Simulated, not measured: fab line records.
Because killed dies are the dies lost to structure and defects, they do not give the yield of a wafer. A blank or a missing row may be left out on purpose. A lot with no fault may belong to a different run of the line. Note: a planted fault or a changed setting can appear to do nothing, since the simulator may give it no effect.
fab line records || flow n5Finfet
record: {"lots": 4, "wafers": 12, "lastDay": 17}
route steps=1938 shown DUMMY_REMOVAL@377 HKMG_FIN@385 BEOL_M4@1111 PASSIVATION@1936
lots untouched by any fault: they come from a run of this same line in which no faults occurred
startH: hours from the record's opening day to when the first of the lot's shown wafers began || waitH: hours elapsed since this lot's preceding step || " identical to the entry in the row above || L1.1+2: one row covering several wafers at once || - no value, or no start given || * or withheld: withheld || < > ~ a bound
route shown NAME@n: names a module that has steps shown in the file, with the first one's number in the route || usual: average and standard deviation across the fault-free wafers || same: alike in all rows || chamber/n: place in a boat || sites: per-site readings || _std_site: standard deviation across them || _edge_site: inner sites' mean taken away from outer sites' mean || radiusMm: how far each site lies from the wafer's centre || mask NAME#n: copy n || behind: the most recent tool/chamber to have shaped the wafer || hold: why the lot was held/for how many hours/how that ended || device: which transistor (n, p or np) failed to switch || end of line: at the end of the route, the tests of the same wafers || a step without rows: its recipe alone || killed: dies that structure and defects cost at the first sort, which is not the same as the wafer's yield || map: the dies of a wafer, with x for killed, . for not killed, _ for no die there
set.NAME: the setting the step ran with; set.NAME@STEP: the setting that earlier step ran with || model.NAME: the simulator's own value behind a step, which no gauge read
lots seen at some steps along the route; tables by step, rows by wafer
services: when a tool's chamber went out of use (startH, in hours from the record's first day, below 0 if earlier), for how many hours, and the reason
== steps ==
step: N5_DUMMY_REMOVAL_HM_STRIP_01
recipe: {"chemistry": "CH3F/O2", "material": "SiNx", "targetDepthA": 40, "stopOn": "poly-Si", "timeS": 6.8, "overEtchFrac": 0.3, "ionEnergyEv": 60, "powerW": 410, "biasW": 29, "Ar_flow_sccm": 150, "CH3F_flow_sccm": 30, "O2_flow_sccm": 20}
step: N5_DUMMY_REMOVAL_STRIP_10
recipe: {"chemistry": "N2/H2", "timeS": 40, "powerW": 100, "tempC": 40, "pressureMtorr": 100, "rfFrequencyHz": 6e+07, "biasPowerW": 3, "n2FlowSccm": 300, "h2FlowSccm": 300}
step: N5_DUMMY_REMOVAL_PRECLEAN_07
recipe: {"chemistry": "dHF", "timeS": 30, "tempC": 25, "dilution": "withheld"}
step: N5_DUMMY_REMOVAL_DUMMY_REMOVE_02
recipe: {"chemistry": "TMAH", "tempC": 70, "target": "poly-Si", "stopOn": "SiO2", "targetDepthNm": 142, "concWtPct": 5, "timeS": 57, "dry": "ipaMarangoni", "rinseTimeS": 30, "rinseTempC": 23}
step: N5_DUMMY_REMOVAL_PRECLEAN_08
recipe: {"chemistry": "NF3:NH3", "afsCycles": 2, "tempC": 30, "timeS": 20, "sublimationTempC": 180, "sublimationTimeS": 60, "pressureTorr": 3, "rfPowerW": 30}
step: N5_DUMMY_REMOVAL_PRECLEAN_04
recipe: {"chemistry": "DHF", "timeS": 37, "tempC": 25, "dilution": "500:1"}
step: N5_DUMMY_REMOVAL_SRD_05
recipe: {"dry": "ipaMarangoni", "doPpb": 5, "timeS": 30, "tempC": 23, "rinseLiquid": "diw"}
step: N5_HKMG_FIN_IL_REGROW_00
recipe: {"material": "SiO2", "targetThkA": 7.5, "chemistry": "O3", "tempC": "withheld", "timeS": 30}
step: N5_HKMG_FIN_HK_ALD_01
recipe: {"material": "HfO2", "targetThkA": 16, "tempC": "withheld", "aldPrecursorFamily": "HfCl4", "aldCoReactant": "H2O", "pulseTimeS": 3, "purgeTimeS": 3, "coReactantPurgeTimeS": 2.5, "coReactantPulseTimeS": 0.3, "aldCycles": 30}
step: N5_HKMG_FIN_HK_ANNEAL_02
recipe: {"tempC": 700, "timeS": 30, "ambient": "N2", "idleTempC": 600, "rampUpCPerS": 150, "rampDownCPerS": 60, "coolToC": 600}
usual: {"lampPowerPct": "8.80/0.049", "lamp_zone_1_pct": "8.797/0.012", "lamp_zone_2_pct": "8.798/0.012", "lamp_zone_3_pct": "8.798/0.013", "lamp_zone_4_pct": "8.794/0.012", "lamp_zone_5_pct": "8.798/0.011", "lamp_zone_6_pct": "8.725/0.011", "lamp_zone_7_pct": "9.193/0.011", "wafer_temp_C_max": "702.9/0.74"}
{"lot.wafer": "L227.1", "tool": "rtpAnneal-02", "chamber": 0, "startH": 76.64, "waitH": 0.1, "lampPowerPct": 8.86, "lamp_zone_1_pct": 8.772, "lamp_zone_2_pct": 8.789, "lamp_zone_3_pct": 8.791, "lamp_zone_4_pct": 8.802, "lamp_zone_5_pct": 8.807, "lamp_zone_6_pct": 8.743, "lamp_zone_7_pct": 9.198, "wafer_temp_C_max": 702.9}
{"lot.wafer": "L227.2", "tool": "rtpAnneal-02", "chamber": 0, "startH": 76.64, "waitH": 0.1, "lampPowerPct": 8.82, "lamp_zone_1_pct": 8.802, "lamp_zone_2_pct": 8.808, "lamp_zone_3_pct": 8.795, "lamp_zone_4_pct": 8.799, "lamp_zone_5_pct": 8.793, "lamp_zone_6_pct": 8.717, "lamp_zone_7_pct": 9.182, "wafer_temp_C_max": 702.7}
{"lot.wafer": "L227.6", "tool": "rtpAnneal-02", "chamber": 0, "startH": 76.64, "waitH": 0.1, "lampPowerPct": 8.83, "lamp_zone_1_pct": 8.810, "lamp_zone_2_pct": 8.788, "lamp_zone_3_pct": 8.818, "lamp_zone_4_pct": 8.789, "lamp_zone_5_pct": 8.796, "lamp_zone_6_pct": 8.723, "lamp_zone_7_pct": 9.198, "wafer_temp_C_max": 703.4}
{"lot.wafer": "L236.1", "tool": "rtpAnneal-02", "chamber": 0, "startH": 130.45, "waitH": 0.1, "lampPowerPct": 9.70, "lamp_zone_1_pct": 9.685, "lamp_zone_2_pct": 9.677, "lamp_zone_3_pct": 9.696, "lamp_zone_4_pct": 9.692, "lamp_zone_5_pct": 9.677, "lamp_zone_6_pct": 9.603, "lamp_zone_7_pct": 10.112, "wafer_temp_C_max": 702.4}
{"lot.wafer": "L236.2", "tool": "rtpAnneal-02", "chamber": 0, "startH": 130.45, "waitH": 0.1, "lampPowerPct": 9.65, "lamp_zone_1_pct": 9.686, "lamp_zone_2_pct": 9.676, "lamp_zone_3_pct": 9.677, "lamp_zone_4_pct": 9.681, "lamp_zone_5_pct": 9.687, "lamp_zone_6_pct": 9.595, "lamp_zone_7_pct": 10.094, "wafer_temp_C_max": 703.6}
{"lot.wafer": "L236.5", "tool": "rtpAnneal-02", "chamber": 0, "startH": 130.45, "waitH": 0.1, "lampPowerPct": 9.73, "lamp_zone_1_pct": 9.674, "lamp_zone_2_pct": 9.666, "lamp_zone_3_pct": 9.676, "lamp_zone_4_pct": 9.685, "lamp_zone_5_pct": 9.685, "lamp_zone_6_pct": 9.605, "lamp_zone_7_pct": 10.114, "wafer_temp_C_max": 702.4}
{"lot.wafer": "L238.3", "tool": "rtpAnneal-02", "chamber": 0, "startH": 144.72, "waitH": 0.2, "lampPowerPct": 9.82, "lamp_zone_1_pct": 9.694, "lamp_zone_2_pct": 9.674, "lamp_zone_3_pct": 9.680, "lamp_zone_4_pct": 9.686, "lamp_zone_5_pct": 9.656, "lamp_zone_6_pct": 9.588, "lamp_zone_7_pct": 10.128, "wafer_temp_C_max": 704.5}
{"lot.wafer": "L238.4", "tool": "rtpAnneal-02", "chamber": 0, "startH": 144.72, "waitH": 0.2, "lampPowerPct": 9.69, "lamp_zone_1_pct": 9.682, "lamp_zone_2_pct": 9.684, "lamp_zone_3_pct": 9.650, "lamp_zone_4_pct": 9.687, "lamp_zone_5_pct": 9.677, "lamp_zone_6_pct": 9.562, "lamp_zone_7_pct": 10.100, "wafer_temp_C_max": 702.6}
{"lot.wafer": "L238.5", "tool": "rtpAnneal-02", "chamber": 0, "startH": 144.72, "waitH": 0.2, "lampPowerPct": 9.62, "lamp_zone_1_pct": 9.676, "lamp_zone_2_pct": 9.672, "lamp_zone_3_pct": 9.679, "lamp_zone_4_pct": 9.688, "lamp_zone_5_pct": 9.678, "lamp_zone_6_pct": 9.607, "lamp_zone_7_pct": 10.113, "wafer_temp_C_max": 703.0}
{"lot.wafer": "L243.1", "tool": "rtpAnneal-01", "chamber": 0, "startH": 173.80, "waitH": 0.1, "lampPowerPct": 8.76, "lamp_zone_1_pct": 8.790, "lamp_zone_2_pct": 8.802, "lamp_zone_3_pct": 8.817, "lamp_zone_4_pct": 8.802, "lamp_zone_5_pct": 8.799, "lamp_zone_6_pct": 8.730, "lamp_zone_7_pct": 9.177, "wafer_temp_C_max": 703.0}
{"lot.wafer": "L243.4", "tool": "rtpAnneal-01", "chamber": 0, "startH": 173.80, "waitH": 0.1, "lampPowerPct": 8.72, "lamp_zone_1_pct": 8.803, "lamp_zone_2_pct": 8.782, "lamp_zone_3_pct": 8.814, "lamp_zone_4_pct": 8.803, "lamp_zone_5_pct": 8.792, "lamp_zone_6_pct": 8.709, "lamp_zone_7_pct": 9.191, "wafer_temp_C_max": 704.2}
{"lot.wafer": "L243.6", "tool": "rtpAnneal-01", "chamber": 0, "startH": 173.80, "waitH": 0.1, "lampPowerPct": 8.87, "lamp_zone_1_pct": 8.798, "lamp_zone_2_pct": 8.782, "lamp_zone_3_pct": 8.804, "lamp_zone_4_pct": 8.796, "lamp_zone_5_pct": 8.797, "lamp_zone_6_pct": 8.741, "lamp_zone_7_pct": 9.189, "wafer_temp_C_max": 702.3}
step: N5_HKMG_FIN_ALD_74
recipe: {"material": "La2O3", "targetThkA": 5, "tempC": 250, "aldPrecursorFamily": "La-Cp", "aldCoReactant": "O3", "pulseTimeS": 6, "coReactantPulseTimeS": 1, "purgeTimeS": 3, "coReactantPurgeTimeS": 3}
step: N5_HKMG_FIN_ALD_75
recipe: {"material": "Al2O3", "targetThkA": 10, "tempC": 150, "aldPrecursorFamily": "TMA", "aldCoReactant": "H2O", "pulseTimeS": "withheld", "coReactantPulseTimeS": 1}
step: N5_HKMG_FIN_COAT_41
recipe: {"resist": "SOC", "tempC": 250, "timeS": 60, "spinRpm": 1500, "resistThkNm": 300}
step: N5_HKMG_FIN_COAT_42
recipe: {"resist": "SiARC", "tempC": 220, "timeS": 60, "spinRpm": 1500, "resistThkNm": 35}
step: N5_HKMG_FIN_COAT_43
recipe: {"resist": "CAR-ArF", "spinRpm": 1500, "resistThkNm": 90}
step: N5_HKMG_FIN_EBR_45
recipe: {"solvent": "PGMEA", "ebrWidthMm": 1.5}
step: N5_HKMG_FIN_SOFTBAKE_44
recipe: {"tempC": 110, "timeS": 60, "resist": "CAR-ArF"}
step: N5_HKMG_FIN_EXPOSE_46
recipe: {"maskId": "NDIPOLE", "na": 1.35, "sourceShape": "conventional", "sigmaOuter": 0.8, "polarization": "unpolarized", "doseMj": 40}
step: N5_HKMG_FIN_PEB_47
recipe: {"pebTempC": "withheld", "pebTimeS": 60, "resist": "CAR-ArF"}
step: N5_HKMG_FIN_DEVELOP_48
recipe: {"developTimeS": 30, "developer": "TMAH", "resist": "CAR-ArF", "rinseLiquid": "diw", "dry": "airSpin", "devTempC": 23}
step: N5_HKMG_FIN_DESCUM_53
recipe: {"chemistry": "O2", "timeS": 7.9, "sourcePowerW": 50, "biasPowerW": 20, "pressureMtorr": 20, "rfFrequencyHz": 2.712e+07, "tempC": 40, "resist": "CAR-ArF", "o2FlowSccm": 225}
step: N5_HKMG_FIN_ETCH_54
recipe: {"chemistry": "CF4", "target": "SiARC", "targetDepthA": 455, "maskMaterial": "CAR-ArF", "timeS": 75.8, "ionEnergyEv": 80, "pressureMtorr": 40, "sourceW": 545, "biasW": 36, "Ar_flow_sccm": 100, "cf4FlowSccm": 100, "ends": "cleared"}
step: N5_HKMG_FIN_ETCH_55
recipe: {"chemistry": "N2/H2", "target": "SOC", "targetDepthA": 2400, "tempC": 40, "timeS": 300, "ionEnergyEv": 200, "maskMaterial": "SiARC", "pressureMtorr": 30, "sourceW": 840, "biasW": 150, "n2FlowSccm": 200, "h2FlowSccm": 200}
step: N5_HKMG_FIN_STRIP_56
recipe: {"chemistry": "N2/H2", "tempC": 40, "n2FlowSccm": 200, "h2FlowSccm": 200, "rfFrequencyHz": 6e+07}
step: N5_HKMG_FIN_STRIP_57
recipe: {"chemistry": "CF4", "resist": "SiARC", "powerW": 300, "biasPowerW": 75, "pressureMtorr": 50, "cf4FlowSccm": 150, "rfFrequencyHz": 6e+07}
step: N5_HKMG_FIN_ETCH_58
recipe: {"chemistry": "N2/H2", "target": "SOC", "targetDepthA": 2158, "ionEnergyEv": 50, "biasW": 13, "timeS": 741, "pressureMtorr": 30, "sourceW": 875, "n2FlowSccm": 200, "h2FlowSccm": 200}
step: N5_HKMG_FIN_STRIP_93
recipe: {"chemistry": "N2/H2", "material": "SOC", "timeS": 20, "powerW": 500, "tempC": 40, "pressureMtorr": 50, "rfFrequencyHz": 6e+07, "biasPowerW": 8, "h2Frac": 0.5, "n2FlowSccm": 300, "h2FlowSccm": 300}
step: N5_HKMG_FIN_WET_ETCH_76
recipe: {"chemistry": "dNH4OH", "mix": "1:50", "tempC": 25, "target": "Al2O3", "stopOn": "La2O3", "targetDepthNm": 2.25, "dry": "ipaMarangoni", "rinseTimeS": 30, "rinseTempC": 23}
step: N5_HKMG_FIN_STRIP_60
recipe: {"chemistry": "N2/H2", "powerW": 2500, "tempC": 300, "h2Frac": 0.65, "timeS": 360, "pressureMtorr": "withheld", "n2FlowSccm": 1750, "h2FlowSccm": 3250}
step: N5_HKMG_FIN_WET_ETCH_77
recipe: {"chemistry": "dHCl", "mix": "1:10000", "tempC": 25, "target": "La2O3", "stopOn": "HfO2", "targetDepthNm": 2}
step: N5_HKMG_FIN_WET_ETCH_78
recipe: {"chemistry": "dNH4OH", "mix": "1:50", "tempC": 25, "target": "Al2O3", "stopOn": "La2O3", "targetDepthNm": 4.5, "dry": "ipaMarangoni", "rinseTimeS": 30, "rinseTempC": 23}
step: N5_HKMG_FIN_ALD_79
recipe: {"material": "TiN", "targetThkA": 15, "tempC": 400, "aldPrecursorFamily": "TiCl4", "aldCoReactant": "NH3", "pulseTimeS": 1, "purgeTimeS": 3, "coReactantPurgeTimeS": 2, "coReactantPulseTimeS": 2, "aldCycles": 68, "pressureTorr": 3}
step: N5_HKMG_FIN_CVD_62
recipe: {"material": "a-Si", "targetThkA": 30, "tempC": 500, "precursor": "Si2H6", "pressureTorr": 1, "timeS": 20.8}
step: N5_HKMG_FIN_RTA_80
recipe: {"tempC": "withheld", "timeS": 2, "ambient": "N2", "idleTempC": 600, "rampUpCPerS": 150, "rampDownCPerS": 60, "coolToC": 600}
step: N5_HKMG_FIN_PRECLEAN_64
recipe: {"chemistry": "dHF", "timeS": 30, "tempC": 25, "dilution": "withheld"}
step: N5_HKMG_FIN_WET_ETCH_65
recipe: {"chemistry": "TMAH", "tempC": 70, "concWtPct": 5, "target": "a-Si", "stopOn": "TiN", "timeS": 49, "targetDepthNm": 3}
step: N5_BEOL_M4_RC_MEAS_101
usual: {"DIBL_N": "37.0/2.3", "DIBL_P": "37.3/2.8", "IOFF_N": "0.17/0.046", "IOFF_P": "0.23/0.054", "ION_N": "675/14", "ION_P": "460/9.3", "RS_SD_N": "28.5/0.4", "SS_N": "71.7/0.73", "SS_P": "73.6/0.95", "VT_N": "249/3.9", "VT_P": "-250/3.9"}
{"lot.wafer": "L227.1", "tool": "prober-02", "chamber": 0, "startH": 170.00, "waitH": 0.0, "DIBL_N[mV/V]": 40.2, "DIBL_P[mV/V]": 42.0, "IOFF_N[nA/um]": 0.27, "IOFF_P[nA/um]": 0.32, "ION_N[uA/um]": 706, "ION_P[uA/um]": 481, "RS_SD_N[ohm/sq]": 28.5, "SS_N[mV/dec]": 72.6, "SS_P[mV/dec]": 74.6, "VT_N[mV]": 245, "VT_P[mV]": -245}
{"lot.wafer": "L227.2", "tool": "prober-02", "chamber": 0, "startH": 170.00, "waitH": 0.0, "DIBL_N[mV/V]": 35.6, "DIBL_P[mV/V]": 35.0, "IOFF_N[nA/um]": 0.15, "IOFF_P[nA/um]": 0.19, "ION_N[uA/um]": 676, "ION_P[uA/um]": 458, "RS_SD_N[ohm/sq]": 28.6, "SS_N[mV/dec]": 71.8, "SS_P[mV/dec]": 73.1, "VT_N[mV]": 253, "VT_P[mV]": -250}
{"lot.wafer": "L227.6", "tool": "prober-02", "chamber": 0, "startH": 170.00, "waitH": 0.0, "DIBL_N[mV/V]": 37.1, "DIBL_P[mV/V]": 38.5, "IOFF_N[nA/um]": 0.18, "IOFF_P[nA/um]": 0.24, "ION_N[uA/um]": 672, "ION_P[uA/um]": 461, "RS_SD_N[ohm/sq]": 28.8, "SS_N[mV/dec]": 71.9, "SS_P[mV/dec]": 74.4, "VT_N[mV]": 248, "VT_P[mV]": -250}
{"lot.wafer": "L236.1", "tool": "prober-01", "chamber": 0, "startH": 225.37, "waitH": 0.0, "DIBL_N[mV/V]": 37.4, "DIBL_P[mV/V]": 35.7, "IOFF_N[nA/um]": 0.17, "IOFF_P[nA/um]": 0.24, "ION_N[uA/um]": 680, "ION_P[uA/um]": 473, "RS_SD_N[ohm/sq]": 29.9, "SS_N[mV/dec]": 71.9, "SS_P[mV/dec]": 72.9, "VT_N[mV]": 250, "VT_P[mV]": -244}
{"lot.wafer": "L236.2", "tool": "prober-01", "chamber": 0, "startH": 225.37, "waitH": 0.0, "DIBL_N[mV/V]": 36.1, "DIBL_P[mV/V]": 36.4, "IOFF_N[nA/um]": 0.14, "IOFF_P[nA/um]": 0.25, "ION_N[uA/um]": 669, "ION_P[uA/um]": 471, "RS_SD_N[ohm/sq]": 30.0, "SS_N[mV/dec]": 70.9, "SS_P[mV/dec]": 74.0, "VT_N[mV]": 251, "VT_P[mV]": -249}
{"lot.wafer": "L236.5", "tool": "prober-01", "chamber": 0, "startH": 225.37, "waitH": 0.0, "DIBL_N[mV/V]": 36.1, "DIBL_P[mV/V]": 34.1, "IOFF_N[nA/um]": 0.14, "IOFF_P[nA/um]": 0.20, "ION_N[uA/um]": 665, "ION_P[uA/um]": 468, "RS_SD_N[ohm/sq]": 29.8, "SS_N[mV/dec]": 71.2, "SS_P[mV/dec]": 73.1, "VT_N[mV]": 252, "VT_P[mV]": -248}
{"lot.wafer": "L238.3", "tool": "prober-02", "chamber": 0, "startH": 248.51, "waitH": 0.3, "DIBL_N[mV/V]": 36.9, "DIBL_P[mV/V]": 38.2, "IOFF_N[nA/um]": 0.17, "IOFF_P[nA/um]": 0.26, "ION_N[uA/um]": 668, "ION_P[uA/um]": 465, "RS_SD_N[ohm/sq]": 29.7, "SS_N[mV/dec]": 71.1, "SS_P[mV/dec]": 73.3, "VT_N[mV]": 247, "VT_P[mV]": -246}
{"lot.wafer": "L238.4", "tool": "prober-02", "chamber": 0, "startH": 248.51, "waitH": 0.3, "DIBL_N[mV/V]": 34.8, "DIBL_P[mV/V]": 35.0, "IOFF_N[nA/um]": 0.14, "IOFF_P[nA/um]": 0.21, "ION_N[uA/um]": 660, "ION_P[uA/um]": 462, "RS_SD_N[ohm/sq]": 29.7, "SS_N[mV/dec]": 70.2, "SS_P[mV/dec]": 73.0, "VT_N[mV]": 250, "VT_P[mV]": -247}
{"lot.wafer": "L238.5", "tool": "prober-02", "chamber": 0, "startH": 248.51, "waitH": 0.3, "DIBL_N[mV/V]": 39.5, "DIBL_P[mV/V]": 41.2, "IOFF_N[nA/um]": 0.25, "IOFF_P[nA/um]": 0.34, "ION_N[uA/um]": 701, "ION_P[uA/um]": 480, "RS_SD_N[ohm/sq]": 29.6, "SS_N[mV/dec]": 71.9, "SS_P[mV/dec]": 74.4, "VT_N[mV]": 242, "VT_P[mV]": -241}
{"lot.wafer": "L243.1", "tool": "prober-02", "chamber": 0, "startH": 286.19, "waitH": 0.0, "DIBL_N[mV/V]": 34.0, "DIBL_P[mV/V]": 33.0, "IOFF_N[nA/um]": 0.11, "IOFF_P[nA/um]": 0.15, "ION_N[uA/um]": 656, "ION_P[uA/um]": 446, "RS_SD_N[ohm/sq]": 28.0, "SS_N[mV/dec]": 70.9, "SS_P[mV/dec]": 72.6, "VT_N[mV]": 256, "VT_P[mV]": -254}
{"lot.wafer": "L243.4", "tool": "prober-02", "chamber": 0, "startH": 286.19, "waitH": 0.0, "DIBL_N[mV/V]": 37.0, "DIBL_P[mV/V]": 35.2, "IOFF_N[nA/um]": 0.14, "IOFF_P[nA/um]": 0.18, "ION_N[uA/um]": 670, "ION_P[uA/um]": 451, "RS_SD_N[ohm/sq]": 28.1, "SS_N[mV/dec]": 71.3, "SS_P[mV/dec]": 73.5, "VT_N[mV]": 254, "VT_P[mV]": -254}
{"lot.wafer": "L243.6", "tool": "prober-02", "chamber": 0, "startH": 286.19, "waitH": 0.0, "DIBL_N[mV/V]": 34.7, "DIBL_P[mV/V]": 32.4, "IOFF_N[nA/um]": 0.11, "IOFF_P[nA/um]": 0.15, "ION_N[uA/um]": 649, "ION_P[uA/um]": 447, "RS_SD_N[ohm/sq]": 28.4, "SS_N[mV/dec]": 71.2, "SS_P[mV/dec]": 72.7, "VT_N[mV]": 256, "VT_P[mV]": -255}
step: N5_PASSIVATION_PROBE_49
usual: {"defectLimitedYield": "91.5/1.3", "killed_at_M0_to_M3": "36/10", "killed_at_M4_up": "13/4.7", "killedAtContacts": "13/6.7", "killedAtFrontEnd": "37/9.7", "killedAtOther": "2.6/2.3", "killedDies": "101/15", "killedOpen": "67/12", "killedShort": "32/6.7", "sort_bin_5_function": "5.0/0.89", "sort_bin_6_memory": "3.2/0.63", "sortNPass": "1079/16", "sortYieldPct": "91.4/1.4"}
same: {"grossDies": 1180, "killedAtBackSide": 0, "sort_bin_4_leakage[%]": 0, "sort_bin_8_speed[%]": 0}
{"lot.wafer": "L238.3", "tool": "prober-01", "chamber": "-", "startH": 364.15, "waitH": 0.1, "defectLimitedYield[%]": 90.8, "killed_at_M0_to_M3": 45, "killed_at_M4_up": 11, "killedAtContacts": 7, "killedAtFrontEnd": 42, "killedAtOther": 3, "killedDies": 108, "killedOpen": 71, "killedShort": 35, "sort_bin_5_function[%]": 5.8, "sort_bin_6_memory[%]": 3.2, "sortNPass": 1072, "sortYieldPct[%]": 90.8}
{"lot.wafer": "L238.5", "tool": "prober-01", "chamber": "-", "startH": 364.25, "waitH": 0.2, "defectLimitedYield[%]": 91.4, "killed_at_M0_to_M3": 30, "killed_at_M4_up": 12, "killedAtContacts": 8, "killedAtFrontEnd": 48, "killedAtOther": 4, "killedDies": 102, "killedOpen": 62, "killedShort": 38, "sort_bin_5_function[%]": 4.7, "sort_bin_6_memory[%]": 3.8, "sortNPass": 1078, "sortYieldPct[%]": 91.4}
killed by level:class
L238.3 BEOL_M0_SAQP:geometricParticle:open=13 BEOL_M0_SAQP:geometricParticle:short=12 FIN_SAQP:geometricParticle:open=11 DUMMY_GATE:geometricParticle:open=8 MOL_CONTACT_COAG:geometricParticle:open=7 BEOL_M1:geometricParticle:open=7 FIN_SAQP:geometricParticle:short=6 GATE_CUT:geometricParticle:open=5
L238.5 FIN_SAQP:geometricParticle:open=10 BEOL_M0_SAQP:geometricParticle:short=9 BEOL_M4:geometricParticle:open=8 DUMMY_GATE:geometricParticle:open=7 STI_FIN_REVEAL:geometricParticle:open=6 BEOL_M0_SAQP:geometricParticle:open=6 BEOL_M1:geometricParticle:open=5 STARTING-WAFER:geometricParticle:open=5
== services ==
{"tool": "rtpAnneal-02", "chamber": "-", "startH": 87.14, "hours": 3.7, "kind": "pm"}
== key ==
firstSign: {"step": "N5_HKMG_FIN_HK_ANNEAL_02", "reading": "lamp_zone_5_pct", "direction": "up", "sigmas": 82, "usual": "*", "struck": "*"}
effect: {"step": "N5_HKMG_FIN_HK_ANNEAL_02", "reading": "lamp_zone_7_pct", "direction": "up", "sigmas": 80, "usual": "*", "struck": "*"}
effect: {"step": "N5_BEOL_M4_RC_MEAS_101", "reading": "RS_SD_N", "direction": "up", "sigmas": 3.2, "usual": 28.5, "struck": 29.8}
metAt N5_HKMG_FIN_HK_ANNEAL_02
struckWafers L236.1,L236.2,L236.5,L238.3,L238.4,L238.5
onsetBetween 76.64 130.45
fault: {"kind": "processParameterDrift", "tool": "rtpAnneal-02", "chamber": "-", "onsetH": 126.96, "steps": "N5_HKMG_FIN_HK_ANNEAL_02", "channel": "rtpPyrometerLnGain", "offset": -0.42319, "shape": "step", "endH": 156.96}
